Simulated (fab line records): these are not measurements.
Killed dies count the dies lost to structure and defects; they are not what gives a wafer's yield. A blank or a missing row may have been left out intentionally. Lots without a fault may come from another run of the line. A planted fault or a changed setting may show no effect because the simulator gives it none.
Chamber matching / flow n5 finfet / N5_BEOL_M5_PECVD_70 on pecvd-03: 3 sister chambers
The step deposits SiO2 from TEOS/O2, target thk 16 nm, time 18 s. 6 wafers are shown with their chamber, then 8 later ones without.

## WAFERS PAIRED WITH THEIR CHAMBERS
wafer=L079.3; chamber=2; showerhead plenum p Torr (Torr)=8.82; throttle valve pct (%)=22.3
wafer=L087.4; chamber=1; showerhead plenum p Torr (Torr)=8.83; throttle valve pct (%)=22.6
wafer=L086.2; chamber=0; showerhead plenum p Torr (Torr)=8.79; throttle valve pct (%)=23.4
wafer=L086.3; chamber=1; showerhead plenum p Torr (Torr)=8.84; throttle valve pct (%)=22.3
wafer=L086.4; chamber=2; showerhead plenum p Torr (Torr)=8.84; throttle valve pct (%)=22.4
wafer=L090.2; chamber=0; showerhead plenum p Torr (Torr)=8.77; throttle valve pct (%)=23.2

## WAFERS WITHOUT THEIR CHAMBER
wafer=L090.5; showerhead plenum p Torr (Torr)=8.76; throttle valve pct (%)=23.0
wafer=L090.6; showerhead plenum p Torr (Torr)=8.83; throttle valve pct (%)=22.6
wafer=L095.4; showerhead plenum p Torr (Torr)=8.84; throttle valve pct (%)=22.3
wafer=L095.5; showerhead plenum p Torr (Torr)=8.76; throttle valve pct (%)=23.4
wafer=L095.6; showerhead plenum p Torr (Torr)=8.85; throttle valve pct (%)=22.7
wafer=L096.1; showerhead plenum p Torr (Torr)=8.84; throttle valve pct (%)=22.8
wafer=L096.2; showerhead plenum p Torr (Torr)=8.76; throttle valve pct (%)=23.5
wafer=L096.6; showerhead plenum p Torr (Torr)=8.76; throttle valve pct (%)=23.5

## WHICH CHAMBER EACH WENT THROUGH
wafer=L090.5; from the rows above=0; in truth=0
wafer=L090.6; from the rows above=can't be placed: 1 or 2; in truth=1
wafer=L095.4; from the rows above=can't be placed: 2 or 1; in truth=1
wafer=L095.5; from the rows above=0; in truth=0
wafer=L095.6; from the rows above=can't be placed: 1 or 2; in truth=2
wafer=L096.1; from the rows above=can't be placed: 1 or 2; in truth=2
wafer=L096.2; from the rows above=0; in truth=0
wafer=L096.6; from the rows above=0; in truth=0
Placed correctly: 4 of 8. Not placeable from these rows: 4 (in 4, the candidates include the true chamber). Number placed wrongly: 0.
How it was worked out, from the rows above alone: a wafer's distance from a chamber is the root of the sum, over the readings, of the square of ((its reading less the chamber's mean) divided by the reading's scatter). If the next closest chamber is less than 2 further off than the closest, the wafer can't be placed; otherwise it belongs to the closest. Each chamber's mean is taken over the wafers shown for it. The scatter is the square root of a quotient: the sum, over the shown wafers, of each reading's squared deviation from its chamber's mean, divided by wafers minus chambers.
